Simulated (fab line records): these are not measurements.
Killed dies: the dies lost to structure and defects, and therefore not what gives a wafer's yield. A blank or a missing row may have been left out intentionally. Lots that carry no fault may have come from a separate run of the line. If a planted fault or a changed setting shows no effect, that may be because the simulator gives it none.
Which of the tools did it?	flow n5_finfet	11 lots, 33 wafers sampled, at 2 steps of a route of 1938

WHAT THE GAUGES READ, wafer by wafer
N5_BEOL_M10_RS_MEAS_57: the measuring method here is four-point-probe.
lot	measured	on	M10_RS (ohm/sq)
L328	day 10 20:59	film_metro-01	0.1544 0.1479 0.1518
L331	day 11 01:29	film_metro-02	0.1485 0.1487 0.1437
L334	day 12 01:20	film_metro-01	0.1530 0.1561 0.1540
L335	day 12 05:14	film_metro-01	0.1476 0.1515 0.1539
L336	day 12 14:42	film_metro-02	0.1520 0.1524 0.1504
L337	day 12 18:31	film_metro-02	0.1511 0.1539 0.1520
L339	day 13 02:37	film_metro-01	0.1538 0.1538 0.1524
L347	day 15 01:15	film_metro-01	0.1494 0.1488 0.1497
L349	day 15 19:07	film_metro-01	0.1475 0.1538 0.1474
L348	day 16 01:17	film_metro-02	0.1465 0.1509 0.1507
L350	day 16 01:47	film_metro-01	0.1532 0.1498 0.1526

TOOL THAT RAN EACH LOT (tool first, then ch and the chambers of the sampled wafers, then the start)
lot	N5_BEOL_M10_ANNEAL_51
L328	rtp_anneal-02 ch 0, day 10 20:16
L331	rtp_anneal-02 ch 0, day 11 00:45
L334	rtp_anneal-02 ch 0, day 12 00:35
L335	rtp_anneal-01 ch 0, day 12 04:33
L336	rtp_anneal-01 ch 0, day 12 13:59
L337	rtp_anneal-01 ch 0, day 12 17:47
L339	rtp_anneal-02 ch 0, day 13 01:56
L347	rtp_anneal-01 ch 0, day 15 00:34
L349	rtp_anneal-01 ch 0, day 15 18:26
L348	rtp_anneal-01 ch 0, day 16 00:33
L350	rtp_anneal-02 ch 0, day 16 01:08
- N5_BEOL_M10_ANNEAL_51: time 90 s.

THE ANSWER, worked out from the rows above alone
Rule: the lots themselves supply what counts as usual. Put in order of their means at a reading, lots are off if they are a third of the lots or fewer, leave a main group of 4 or more, and stand apart from it by a gap of 3 or more times the standard deviation of the main group's means; of several such gaps the widest counts. A main group whose means are all the same, to the digits that the tables above print for the reading, isn't used. Also off: a lot with no number at a reading for which 4 or more lots have one. Where the step has rows for the other lots, those lots are counted as sound.
Across all readings shown, no lot is off: no conclusion can be drawn from this.

WHAT THE SIMULATOR HAD INSERTED
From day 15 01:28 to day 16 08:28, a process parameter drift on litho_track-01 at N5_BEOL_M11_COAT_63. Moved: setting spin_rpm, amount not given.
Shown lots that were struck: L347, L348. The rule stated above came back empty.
